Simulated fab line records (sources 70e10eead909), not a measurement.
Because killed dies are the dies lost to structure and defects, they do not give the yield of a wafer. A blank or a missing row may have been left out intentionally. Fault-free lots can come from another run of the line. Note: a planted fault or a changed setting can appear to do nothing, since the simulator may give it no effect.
fab line records	flow nand-harc
record lots=7	wafers=21	last-day=23
route steps=1159 shown A_CONTACT@960 A_BLC@964 END@1159
lots that met no fault: from a run of the same line without faults
start-h: hours from the record's first day to the start of the lot's first wafer shown	wait-h: how many hours have passed since the lot's step before this one	" as in the row above	L1.1+2: several wafers, shown together as one row	- either no value or no given start	* or withheld: withheld	< > ~ a bound
route shown NAME@n: names a module that has steps shown in the file, with the first one's number in the route	usual: mean/standard deviation taken from wafers without a fault	same: alike in all rows	chamber/n: place in a boat	sites: readings site by site	_std_site: the standard deviation of these	_edge_site: mean of outer sites minus mean of inner sites	radius-mm: how far each site lies from the wafer's centre	mask NAME#n: copy n	behind: the tool/chamber that last shaped the wafer	hold: reason for holding the lot/hours on hold/outcome of the hold	device: transistor that didn't switch, given as n, p or np	end of line: tests run on the same wafers once the route is complete	a step given without rows: its recipe and nothing more	killed: the dies lost at the first sort to structure and to defects; this is not the yield of the wafer	map: a wafer's dies, marking killed ones x, the rest . and places with no die _
set.NAME: the setting the step ran with; set.NAME@STEP: the setting that earlier step ran with	model.NAME: the simulator's own value behind a step, which no gauge read
a table for each step, a row for each wafer; lots at some steps of the route
services: from which hour (start-h, from the record's first day; less than 0 if before it) a tool's chamber was out of use, for how many hours, and why
## steps
# step NHARC_A_CONTACT_CMP_20
# recipe t-overpolish-s=30	target-thk-nm=300
# usual motor-current-A=11.4/1.1	overpolish-run-s=30.001/0.0092	time-to-endpoint-s=59/3.4
# same t-overpolish-s=30
lot.wafer	tool	chamber	start-h	wait-h	motor-current-A	overpolish-run-s	time-to-endpoint-s
L233.3	cmp-04	3	388.53	0.5	11.9	30.004	56
L233.4	"	2	"	"	11.7	30.004	60
L233.6	"	3	"	"	10.9	30.013	55
L244.2	cmp-03	0	455.70	0.8	10.8	30.007	59
L244.3	"	2	"	"	11.3	29.996	59
L244.6	"	0	"	"	10.5	30.006	56
L246.3	cmp-01	3	461.17	0.5	10.6	29.999	60
L246.1	"	2	"	"	12.0	30.003	62
L246.6	"	0	"	"	14.0	30.005	60
L247.1	cmp-01	2	485.14	0.7	12.1	29.990	62
L247.4	"	3	"	"	10.8	29.995	62
L247.5	"	0	"	"	14.0	30.000	64
L248.4	cmp-01	0	491.34	0.4	13.6	30.029	64
L248.3	"	1	"	"	10.4	30.003	59
L248.6	"	3	"	"	11.1	30.011	63
L253.3	cmp-01	1	511.90	0.5	11.2	29.997	58
L253.2	"	3	"	"	10.8	30.012	63
L253.5	"	2	"	"	12.8	30.000	62
L255.1	cmp-04	3	512.63	0.7	11.5	30.024	56
L255.3	"	1	"	"	11.4	29.983	61
L255.6	"	3	"	"	10.9	30.014	54
# step NHARC_A_CONTACT_SRD_22
# step NHARC_A_CONTACT_INSPECT_23
# usual raw-defect-count=425/120
lot.wafer	tool	chamber	start-h	wait-h	raw-defect-count
L233.3	defect-inspect-02	-	388.93	0.1	306
L233.4	"	-	"	"	364
L233.6	"	-	"	"	422
L244.2	defect-inspect-02	-	456.10	0.1	505
L244.3	"	-	"	"	296
L244.6	"	-	"	"	505
L246.1	defect-inspect-02	-	461.59	0.1	900
L246.3	"	-	"	"	485
L246.6	"	-	"	"	656
L247.1	defect-inspect-02	-	485.50	0.1	436
L247.4	"	-	"	"	447
L247.5	"	-	"	"	647
L248.3	defect-inspect-02	-	491.69	0.1	385
L248.4	"	-	"	"	349
L248.6	"	-	"	"	345
L253.2	defect-inspect-02	-	512.30	0.1	548
L253.3	"	-	"	"	430
L253.5	"	-	"	"	422
L255.1	defect-inspect-02	-	513.03	0.1	865
L255.3	"	-	"	"	497
L255.6	"	-	"	"	568
# step NHARC_A_BLC_DEHYDRATE_00
# recipe temp-c=150	time-s=120
# step NHARC_A_BLC_HMDS_01
# recipe time-s=30
# step NHARC_A_BLC_COAT_02
# recipe temp-c=260	time-s=75
# step NHARC_A_BLC_COAT_03
# recipe temp-c=225	time-s=65
# step NHARC_A_BLC_COAT_04
# recipe spin-rpm=1500	resist-thk-nm=90
# step NHARC_A_BLC_SOFTBAKE_05
# recipe temp-c=105	time-s=55
# step NHARC_A_BLC_EBR_06
# step NHARC_A_BLC_EXPOSE_07
# recipe na=1.35	target-cd-nm=100	dose-mj=67.97	mask-id=A_BLC
# step NHARC_A_BLC_PEB_08
# recipe peb-temp-c=100	peb-time-s=65
# usual resist-line-temp-C=23.01/0.09
lot.wafer	tool	chamber	start-h	wait-h	resist-line-temp-C
L233.3	litho-track-01	0	389.36	0.0	23.09
L233.4	"	0	"	"	23.05
L233.6	"	0	"	"	23.04
L244.2	litho-track-06	0	456.41	0.1	22.90
L244.3	"	0	"	"	22.97
L244.6	"	0	"	"	23.07
L246.1	litho-track-06	0	461.90	0.1	23.00
L246.3	"	0	"	"	22.94
L246.6	"	0	"	"	23.05
L247.1	litho-track-06	0	485.93	0.1	23.02
L247.4	"	0	"	"	23.11
L247.5	"	0	"	"	23.06
L248.3	litho-track-06	0	492.12	0.1	23.06
L248.4	"	0	"	"	22.98
L248.6	"	0	"	"	23.13
L253.2	litho-track-01	0	512.61	0.1	23.06
L253.3	"	0	"	"	22.97
L253.5	"	0	"	"	23.10
L255.1	litho-track-01	0	513.33	0.1	23.15
L255.3	"	0	"	"	23.10
L255.6	"	0	"	"	23.10
# step NHARC_A_BLC_DEVELOP_09
# recipe develop-time-s=35	dev-temp-c=23
# step NHARC_A_BLC_CD_MEAS_10
# recipe target-cd-nm=100	landing-energy-ev=500
# usual cd-nm=100.4/0.79
lot.wafer	tool	chamber	start-h	wait-h	cd-nm
L233.3	cd-sem-02	0	389.44	-	101.8
L233.4	"	0	"	"	100.4
L233.6	"	0	"	"	100.8
L244.2	cd-sem-03	0	456.49	-	99.8
L244.3	"	0	"	"	99.2
L244.6	"	0	"	"	99.2
L246.1	cd-sem-01	0	461.98	-	114.3
L246.3	"	0	"	"	112.4
L246.6	"	0	"	"	112.5
L247.1	cd-sem-01	0	486.01	-	110.9
L247.4	"	0	"	"	110.5
L247.5	"	0	"	"	109.9
L248.3	cd-sem-02	0	492.21	-	107.4
L248.4	"	0	"	"	109.2
L248.6	"	0	"	"	107.5
L253.2	cd-sem-02	0	512.69	-	101.7
L253.3	"	0	"	"	100.7
L253.5	"	0	"	"	101.3
L255.1	cd-sem-02	0	513.41	-	99.9
L255.3	"	0	"	"	100.1
L255.6	"	0	"	"	101.4
# step NHARC_A_BLC_OVL_MEAS_11
# usual overlay-x-nm=0.2/0.74	overlay-y-nm=-0.3/0.95
lot.wafer	tool	chamber	start-h	wait-h	overlay-x-nm	overlay-y-nm
L233.3	overlay-01	-	389.53	-	1.0	0.7
L233.4	"	-	"	"	1.2	0.7
L233.6	"	-	"	"	1.3	0.6
L244.2	overlay-01	-	456.57	-	0.4	-0.6
L244.3	"	-	"	"	0.3	-0.7
L244.6	"	-	"	"	0.2	0.1
L246.1	overlay-02	-	462.07	-	0.5	-0.8
L246.3	"	-	"	"	0.2	-1.6
L246.6	"	-	"	"	-0.4	-1.3
L247.1	overlay-02	-	486.09	-	-1.2	-1.1
L247.4	"	-	"	"	-1.2	-1.4
L247.5	"	-	"	"	-0.8	-1.0
L248.3	overlay-02	-	492.30	-	-0.1	-0.5
L248.4	"	-	"	"	-0.3	-1.4
L248.6	"	-	"	"	0.0	-1.4
L253.2	overlay-01	-	512.78	-	0.1	0.7
L253.3	"	-	"	"	0.0	0.5
L253.5	"	-	"	"	0.4	0.9
L255.1	overlay-01	-	513.50	-	0.1	-0.5
L255.3	"	-	"	"	-0.8	-0.6
L255.6	"	-	"	"	0.0	-0.7
# step NHARC_A_BLC_INSPECT_12
# usual raw-defect-count=30/15
lot.wafer	tool	chamber	start-h	wait-h	raw-defect-count
L233.3	defect-inspect-02	-	389.56	0.0	16
L233.4	"	-	"	"	13
L233.6	"	-	"	"	23
L244.2	defect-inspect-02	-	456.61	0.0	12
L244.3	"	-	"	"	20
L244.6	"	-	"	"	11
L246.1	defect-inspect-02	-	462.10	0.0	33
L246.3	"	-	"	"	29
L246.6	"	-	"	"	31
L247.1	defect-inspect-02	-	486.13	0.0	52
L247.4	"	-	"	"	61
L247.5	"	-	"	"	55
L248.3	defect-inspect-02	-	492.33	0.0	43
L248.4	"	-	"	"	31
L248.6	"	-	"	"	29
L253.2	defect-inspect-02	-	512.81	0.0	17
L253.3	"	-	"	"	26
L253.5	"	-	"	"	16
L255.1	defect-inspect-02	-	513.53	0.0	37
L255.3	"	-	"	"	33
L255.6	"	-	"	"	31
# step NHARC_A_BLC_DESCUM_15
# recipe time-s=3	o2-flow-sccm=200	ar-flow-sccm=0	bias-power-w=0	chemistry=O2
# usual drypump-motor-current-A=5.8/0.6	o2-flow-sccm=200.0/0.65	oes-product-au=1.004/0.014	rf-vpp-V=57.9/0.91	showerhead-plenum-p-Torr=1.92/0.079	throttle-valve-pct=11.311/0.0076
lot.wafer	tool	chamber	start-h	wait-h	drypump-motor-current-A	o2-flow-sccm	oes-product-au	rf-hours-counter-h	rf-vpp-V	showerhead-plenum-p-Torr	throttle-valve-pct	model.A_BLC.cd-nm
L233.4	rie-diel-08	3	389.64	0.1	6.3	200.3	1.006	9	57.1	2.00	11.314	100.8
L233.3	"	0	"	"	5.9	199.2	0.997	9	57.9	1.97	11.301	102.5
L233.6	"	1	"	"	5.1	198.9	0.993	-	57.4	1.89	11.317	100.7
L244.2	rie-diel-08	2	456.68	0.1	6.3	200.4	1.016	16	57.3	1.85	11.320	100.3
L244.3	"	0	"	"	5.9	200.4	1.001	17	58.3	1.97	11.306	100.6
L244.6	"	2	"	"	6.3	199.4	1.009	-	57.5	1.85	11.306	100.1
L246.1	rie-diel-08	3	462.16	0.1	6.2	200.0	1.021	18	59.1	2.00	11.312	114.6
L246.3	"	0	"	"	5.9	201.0	1.004	17	58.2	1.97	11.302	113.9
L246.6	"	3	"	"	6.3	199.3	1.021	-	58.6	2.00	11.308	113.2
L247.4	rie-diel-02	3	486.20	0.1	6.7	200.0	0.991	16	58.5	1.96	11.332	110.2
L247.1	"	0	"	"	5.0	199.4	1.014	15	59.5	1.80	11.308	111.3
L247.5	"	3	"	"	6.6	199.6	0.992	-	58.1	1.96	11.309	109.4
L248.3	rie-diel-08	3	492.41	0.1	6.3	200.9	1.017	0	59.2	2.00	11.303	107
L248.4	"	1	"	"	5.1	199.4	1.002	0	57.9	1.89	11.321	109.4
L248.6	"	3	"	"	6.3	200.3	1.003	-	56.8	2.00	11.316	107.4
L253.2	rie-diel-05	1	512.88	0.1	5.7	200.4	1.024	56	58.1	1.86	11.308	101.7
L253.3	"	0	"	"	4.7	199.5	1.021	56	56.3	1.87	11.314	101.5
L253.5	"	2	"	"	6.1	199.3	0.983	-	57.8	1.80	11.319	101.6
L255.3	rie-diel-08	1	513.60	0.1	5.1	200.3	1.015	2	57.4	1.89	11.314	101.1
L255.1	"	3	"	"	6.2	200.6	1.021	3	57.8	2.00	11.311	99.89
L255.6	"	2	"	"	6.4	199.8	1.010	-	56.7	1.85	11.306	102.4
# step NHARC_A_BLC_ETCH_16
# recipe target-depth-a=390	over-etch-frac=0.3	time-s=65	ion-energy-ev=80	cf4-flow-sccm=150	ar-flow-sccm=0	rf-w=300	bias-w=100	chemistry=CF4
# usual drypump-motor-current-A=5.8/0.58	oes-product-au=1.002/0.015	rf-vpp-V=151.5/1.1	showerhead-plenum-p-Torr=1.79/0.065	throttle-valve-pct=13.284/0.0087
lot.wafer	tool	chamber	start-h	wait-h	drypump-motor-current-A	oes-product-au	rf-hours-counter-h	rf-vpp-V	showerhead-plenum-p-Torr	throttle-valve-pct
L233.3	rie-diel-08	0	389.72	0.1	5.9	0.985	9	152.3	1.82	13.302
L233.4	"	1	"	"	5.1	0.995	10	151.4	1.75	13.274
L233.6	"	3	"	"	6.3	1.000	-	152.8	1.84	13.287
L244.2	rie-diel-08	0	456.76	0.1	5.9	0.989	17	153.0	1.82	13.284
L244.3	"	3	"	"	6.3	1.015	17	153.6	1.84	13.305
L244.6	"	1	"	"	5.2	1.006	-	151.9	1.75	13.275
L246.3	rie-diel-08	0	462.25	0.1	5.9	0.997	17	152.3	1.82	13.297
L246.1	"	1	"	"	5.1	1.008	17	151.4	1.75	13.282
L246.6	"	3	"	"	6.3	1.020	-	151.3	1.84	13.291
L247.4	rie-diel-02	0	486.30	0.1	5.0	1.016	15	150.3	1.67	13.292
L247.1	"	1	"	"	5.2	1.030	17	152.2	1.83	13.289
L247.5	"	2	"	"	6.2	0.971	-	153.1	1.86	13.282
L248.4	rie-diel-08	0	492.50	0.1	5.9	0.979	0	151.5	1.82	13.280
L248.3	"	1	"	"	5.1	1.001	0	150.8	1.75	13.288
L248.6	"	3	"	"	6.2	1.005	-	151.3	1.84	13.280
L253.3	rie-diel-05	3	513.01	0.1	6.5	1.019	61	153.1	1.89	13.286
L253.2	"	2	"	"	6.1	0.984	59	150.8	1.67	13.281
L253.5	"	0	"	"	4.8	1.005	-	150.2	1.73	13.275
L255.1	rie-diel-08	0	513.92	0.3	5.9	0.993	3	152.5	1.81	13.294
L255.3	"	1	"	"	5.1	1.006	2	150.7	1.74	13.276
L255.6	"	0	"	"	5.9	0.981	-	151.3	1.81	13.270
# step NHARC_A_BLC_ETCH_17
# recipe target-depth-a=3900	over-etch-frac=0.25	time-s=609.38	ion-energy-ev=200	n2-flow-sccm=150	h2-flow-sccm=150	ar-flow-sccm=0	rf-w=400	bias-w=150	chemistry=N2/H2
# usual drypump-motor-current-A=5.8/0.61	oes-product-au=1.004/0.015	rf-vpp-V=431.1/2.4	showerhead-plenum-p-Torr=2.06/0.084	throttle-valve-pct=14.171/0.01
lot.wafer	tool	chamber	start-h	wait-h	drypump-motor-current-A	oes-product-au	rf-hours-counter-h	rf-vpp-V	showerhead-plenum-p-Torr	throttle-valve-pct
L233.4	rie-diel-08	3	-	-	6.3	1.014	9	433.7	2.14	14.179
L233.3	"	2	"	"	6.3	1.002	9	428.9	1.97	14.150
L233.6	"	0	"	"	5.9	0.986	-	433.4	2.10	14.172
L244.2	rie-diel-08	1	-	-	5.1	1.018	16	430.5	2.01	14.168
L244.3	"	2	"	"	6.3	1.011	17	428.8	1.97	14.165
L244.6	"	1	"	"	5.1	1.015	-	430.0	2.01	14.174
L246.1	rie-diel-08	0	-	-	5.9	0.994	17	433.1	2.10	14.185
L246.3	"	1	"	"	5.1	1.006	17	430.6	2.01	14.171
L246.6	"	0	"	"	5.9	1.007	-	432.6	2.10	14.177
L247.4	rie-diel-02	3	-	-	6.6	0.999	16	432.8	2.09	14.165
L247.1	"	2	"	"	6.2	0.974	14	434.0	2.16	14.176
L247.5	"	3	"	"	6.6	0.989	-	431.0	2.09	14.167
L248.3	rie-diel-08	1	-	-	5.1	0.998	1	428.7	2.01	14.171
L248.4	"	2	"	"	6.3	0.991	1	428.4	1.97	14.170
L248.6	"	0	"	"	6.0	0.978	-	433.5	2.10	14.165
L253.2	rie-diel-05	0	-	-	4.8	1.016	56	430.1	1.99	14.183
L253.3	"	3	"	"	6.5	1.024	61	434.9	2.20	14.173
L253.5	"	1	"	"	5.7	1.030	-	427.9	1.98	14.171
L255.1	rie-diel-08	0	-	-	6.0	0.986	3	431.5	2.10	14.169
L255.3	"	2	"	"	6.3	1.002	2	428.8	1.97	14.162
L255.6	"	3	"	"	6.3	1.016	-	431.8	2.13	14.165
# step NHARC_A_BLC_ETCH_18
# recipe target-depth-a=9100	c4f8-flow-sccm=20	o2-flow-sccm=10	ar-flow-sccm=withheld	rf-w=600	bias-w=1500	chemistry=C4F8/O2/Ar
# usual oes-product-au=0.949/0.024	rf-vpp-V=979/5.2
lot.wafer	tool	chamber	start-h	wait-h	oes-product-au	rf-hours-counter-h	rf-vpp-V	model.A_BLC.cd-nm
L233.3	rie-diel-08	3	-	-	0.941	9	983	104.6
L233.4	"	0	"	"	0.931	10	981	101.7
L233.6	"	2	"	"	0.947	-	972	103.8
L244.2	rie-diel-08	0	-	-	0.973	17	981	101.3
L244.3	"	1	"	"	0.974	16	975	102.7
L244.6	"	0	"	"	0.974	-	981	100.9
L246.3	rie-diel-08	1	-	-	0.965	17	975	113.2
L246.1	"	3	"	"	0.955	18	983	115.7
L246.6	"	2	"	"	0.958	-	972	119.9
L247.1	rie-diel-02	2	-	-	0.909	14	987	107.9
L247.4	"	1	"	"	0.934	17	984	112.2
L247.5	"	3	"	"	0.931	-	982	108.7
L248.3	rie-diel-08	3	-	-	0.966	1	985	107.1
L248.4	"	1	"	"	0.994	1	974	111.4
L248.6	"	3	"	"	0.979	-	984	108
L253.3	rie-diel-05	0	-	-	0.927	56	974	103.7
L253.2	"	2	"	"	0.891	59	968	103.5
L253.5	"	1	"	"	0.951	-	975	99.6
L255.1	rie-diel-08	2	-	-	0.932	3	975	99.32
L255.3	"	1	"	"	0.945	3	976	106
L255.6	"	2	"	"	0.921	-	973	101.8
# step NHARC_A_BLC_CD_MEAS_19
# usual cd-nm=101/3
lot.wafer	tool	chamber	start-h	wait-h	cd-nm
L233.3	cd-sem-02	-	390.60	-	105
L233.4	"	-	"	"	102
L233.6	"	-	"	"	103
L244.2	cd-sem-03	-	457.64	-	101
L244.3	"	-	"	"	102
L244.6	"	-	"	"	101
L246.1	cd-sem-01	-	463.13	-	116
L246.3	"	-	"	"	113
L246.6	"	-	"	"	120
L247.1	cd-sem-03	-	487.17	-	108
L247.4	"	-	"	"	112
L247.5	"	-	"	"	109
L248.3	cd-sem-01	-	493.38	-	107
L248.4	"	-	"	"	111
L248.6	"	-	"	"	108
L253.2	cd-sem-02	-	513.92	-	103
L253.3	"	-	"	"	103
L253.5	"	-	"	"	100
L255.1	cd-sem-02	-	514.86	-	99
L255.3	"	-	"	"	106
L255.6	"	-	"	"	102
# step NHARC_END_SORT_01
# recipe temp-c=25
# usual killed-at-array=25/10	killed-at-other=0.6/0.91	killed-at-periphery=3.6/2.9	killed-dies=29/10	killed-open=3.3/2	killed-short=1.9/1.5
# same gross-dies=677
lot.wafer	tool	chamber	start-h	wait-h	killed-at-array	killed-at-other	killed-at-periphery	killed-dies	killed-open	killed-short
L244.2	prober-01	0	508.08	2.8	15	2	0	17	2	2
L244.3	prober-01	0	508.88	3.1	16	1	6	23	1	1
L244.6	prober-01	0	511.29	4.0	16	3	0	19	3	3
L246.1	prober-02	0	514.98	2.5	72	0	3	75	2	2
L246.3	prober-02	0	516.56	3.1	67	1	4	72	7	3
L246.6	prober-02	0	518.93	3.9	74	0	5	79	3	4
L247.1	prober-02	0	532.40	2.5	45	0	2	47	5	2
L247.4	prober-02	0	534.78	3.4	63	0	3	66	3	6
L247.5	prober-02	0	535.58	3.7	31	0	2	33	1	2
L248.3	prober-02	0	541.97	3.1	34	4	1	39	3	2
L248.4	prober-02	0	542.76	3.4	52	0	2	54	3	5
L248.6	prober-02	0	544.35	4.0	28	2	3	33	3	1
L255.1	prober-02	0	559.29	2.5	26	0	2	28	4	2
L255.3	prober-02	0	560.86	3.1	20	0	1	21	5	3
L255.6	prober-02	0	563.23	3.9	24	0	1	25	6	0
# killed by level:class
L244.2 A_CHANNEL_HOLE_D1:chamber-film-flake=6 A_STAIRCASE:chamber-film-flake=3 A_M0:geometric-particle:open=2 THIN_TSV:chamber-film-flake=2 A_ONON_D1:geometric-particle:short=1 A_CONTACT:geometric-particle:short=1 A_CONTACT:chamber-film-flake=1 A_M0:chamber-film-flake=1
L244.3 A_CHANNEL_HOLE_D1:chamber-film-flake=4 A_CONTACT:chamber-film-flake=4 P_M1:chamber-film-flake=3 A_STAIRCASE:chamber-film-flake=3 P_GATE:chamber-film-flake=2 A_WL_FILL:geometric-particle:short=1 A_CONTACT:geometric-particle:open=1 P_STI:chamber-film-flake=1
L244.6 A_STAIRCASE:chamber-film-flake=3 A_WL_FILL:chamber-film-flake=3 A_CONTACT:chamber-film-flake=3 THIN_TSV:chamber-film-flake=3 A_CHANNEL_FILL_D1:geometric-particle:open=2 A_WL_FILL:geometric-particle:short=2 A_CONTACT:geometric-particle:open=1 A_CONTACT:geometric-particle:short=1
L246.1 A_BLC:area-peb=44 A_CHANNEL_HOLE_D1:chamber-film-flake=19 A_STAIRCASE:chamber-film-flake=4 P_ZERO_WELL:chamber-film-flake=2 A_CHANNEL_FILL_D1:geometric-particle:short=1 A_WL_FILL:geometric-particle:short=1 A_BLC:geometric-particle:open=1 A_M1:geometric-particle:open=1
L246.3 A_BLC:area-peb=43 A_CHANNEL_HOLE_D1:chamber-film-flake=14 A_CONTACT:geometric-particle:open=2 P_CONTACT:geometric-particle:open=1 P_M1:geometric-particle:open=1 A_CHANNEL_HOLE_D1:geometric-particle:short=1 A_CHANNEL_FILL_D1:geometric-particle:short=1 A_CHANNEL_FILL_D1:geometric-particle:open=1
L246.6 A_BLC:area-peb=47 A_CHANNEL_HOLE_D1:chamber-film-flake=10 A_STAIRCASE:chamber-film-flake=7 A_ZERO_WELL:chamber-film-flake=2 A_CONTACT:chamber-film-flake=2 P_CONTACT:geometric-particle:short=1 P_CONTACT:geometric-particle:open=1 P_M1:geometric-particle:short=1
L247.1 A_SLIT:chamber-film-flake=14 A_CHANNEL_HOLE_D1:chamber-film-flake=9 A_STAIRCASE:chamber-film-flake=6 A_CONTACT:chamber-film-flake=4 A_ZERO_WELL:chamber-film-flake=2 A_WL_FILL:chamber-film-flake=2 A_BLC:area-peb=2 P_M0:geometric-particle:open=1
L247.4 A_BLC:area-peb=31 A_CHANNEL_HOLE_D1:chamber-film-flake=9 A_SLIT:chamber-film-flake=9 A_WL_FILL:chamber-film-flake=4 A_CONTACT:chamber-film-flake=2 P_CONTACT:geometric-particle:open=1 P_M0:geometric-particle:open=1 A_SOURCE_PLATE:geometric-particle:short=1
L247.5 A_CHANNEL_HOLE_D1:chamber-film-flake=10 A_SLIT:chamber-film-flake=8 A_WL_FILL:chamber-film-flake=4 A_STAIRCASE:chamber-film-flake=3 A_CONTACT:chamber-film-flake=2 P_CONTACT:geometric-particle:open=1 A_SGD_CUT:geometric-particle:short=1 A_M0:geometric-particle:short=1
L248.3 A_CHANNEL_HOLE_D1:chamber-film-flake=17 A_STAIRCASE:chamber-film-flake=6 A_SLIT:chamber-film-flake=3 THIN_TSV:chamber-film-flake=3 A_CONTACT:chamber-film-flake=2 P_CONTACT:geometric-particle:short=1 A_SGD_CUT:geometric-particle:open=1 A_WL_FILL:geometric-particle:short=1
L248.4 A_BLC:area-peb=23 A_CHANNEL_HOLE_D1:chamber-film-flake=8 A_STAIRCASE:chamber-film-flake=4 A_SLIT:chamber-film-flake=3 A_BLC:chamber-film-flake=3 A_CHANNEL_FILL_D1:geometric-particle:short=2 A_WL_FILL:chamber-film-flake=2 A_CONTACT:chamber-film-flake=2
L248.6 A_CHANNEL_HOLE_D1:chamber-film-flake=16 A_CONTACT:chamber-film-flake=3 A_STAIRCASE:chamber-film-flake=3 A_BLC:chamber-film-flake=2 A_BLC:area-peb=2 P_CONTACT:geometric-particle:open=1 A_ONON_D1:geometric-particle:short=1 A_WL_FILL:geometric-particle:open=1
L255.1 A_CHANNEL_HOLE_D1:chamber-film-flake=12 A_BLC:chamber-film-flake=4 A_CONTACT:chamber-film-flake=3 P_STI:geometric-particle:short=1 A_CHANNEL_HOLE_D1:geometric-particle:open=1 A_WL_FILL:geometric-particle:open=1 A_CONTACT:geometric-particle:open=1 A_BLC:geometric-particle:open=1
L255.3 A_CHANNEL_HOLE_D1:chamber-film-flake=10 A_CONTACT:geometric-particle:open=2 A_STAIRCASE:chamber-film-flake=2 P_M1:geometric-particle:open=1 A_CHANNEL_FILL_D1:geometric-particle:open=1 A_CHANNEL_FILL_D1:geometric-particle:short=1 A_SGD_CUT:geometric-particle:short=1 A_WL_FILL:geometric-particle:short=1
L255.6 A_CHANNEL_HOLE_D1:chamber-film-flake=8 A_STAIRCASE:chamber-film-flake=4 A_BLC:chamber-film-flake=3 A_CONTACT:geometric-particle:open=2 A_M0:geometric-particle:open=2 A_SOURCE_PLATE:geometric-particle:open=1 A_CHANNEL_FILL_D1:geometric-particle:open=1 P_BONDPAD:chamber-film-flake=1
## services
tool	chamber	start-h	hours	kind
rie-diel-05	0	372.58	1.2	repair
cmp-01	-	380.36	4.0	pm
rie-diel-08	0	384.37	-	clean
rie-diel-08	1	384.37	-	clean
rie-diel-08	2	384.37	-	clean
rie-diel-08	3	384.37	-	clean
cmp-04	-	399.00	4.0	pm
rie-diel-08	0	408.87	-	clean
rie-diel-08	1	408.87	-	clean
rie-diel-08	1	414.05	10.7	repair
cmp-03	-	423.24	2.6	repair
rie-diel-02	2	442.18	7.8	repair
litho-track-01	-	443.00	7.0	pm
rie-diel-08	0	447.31	7.7	repair
cmp-03	-	450.13	4.0	pm
rie-diel-02	0	454.67	3.7	repair
litho-track-06	-	467.00	7.0	pm
rie-diel-02	0	473.74	8.5	repair
cmp-01	-	478.36	4.0	pm
rie-diel-08	-	478.80	9.0	pm
cmp-01	-	486.49	0.7	repair
cmp-01	-	496.99	0.5	repair
cmp-04	-	497.00	4.0	pm
rie-diel-02	-	504.88	9.0	pm
## key
first-sign step=NHARC_A_BLC_CD_MEAS_10	reading=cd-nm	direction=up	sigmas=13	usual=100.4	struck=110.5	through=control-loop
effect step=NHARC_A_BLC_CD_MEAS_19	reading=cd-nm	direction=up	sigmas=3.4	usual=101	struck=112	through=control-loop
effect step=NHARC_END_SORT_01	reading=killed-at-array	direction=up	sigmas=2.6	usual=25	struck=52	wafers-moved=5
model-effect step=NHARC_A_BLC_DESCUM_15	value=A_BLC.cd-nm	without=100.4	struck=110.7
model-effect step=NHARC_A_BLC_ETCH_18	value=A_BLC.cd-nm	without=101.2	struck=111.6
more-kills-born-at NHARC_A_BLC_PEB_08@litho-track-06=194
met-at NHARC_A_BLC_PEB_08
struck-wafers L246.1,L246.3,L246.6,L247.1,L247.4,L247.5,L248.3,L248.4,L248.6
tester-left-out L246,L247,L248
loop-trim step=NHARC_A_BLC_EXPOSE_07	setting=dose	lots=L247,L248
onset-between 456.41 461.90
fault kind=process-parameter-drift	tool=litho-track-06	chamber=-	onset-h=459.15	steps=NHARC_A_BLC_PEB_08	channel=peb-time-s	offset=*	shape=step	end-h=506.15	acts-in=*	stated=*
# tester-left-out: of these lots the tester's yield and bins aren't shown, on N5 and GAA mostly nor the transistor test; their killed dies are dies lost to structure and defects alone, not to doping, threshold or leakage, so they don't give the yield
# loop-trim: a control loop set the setting to another value than it would have without faults
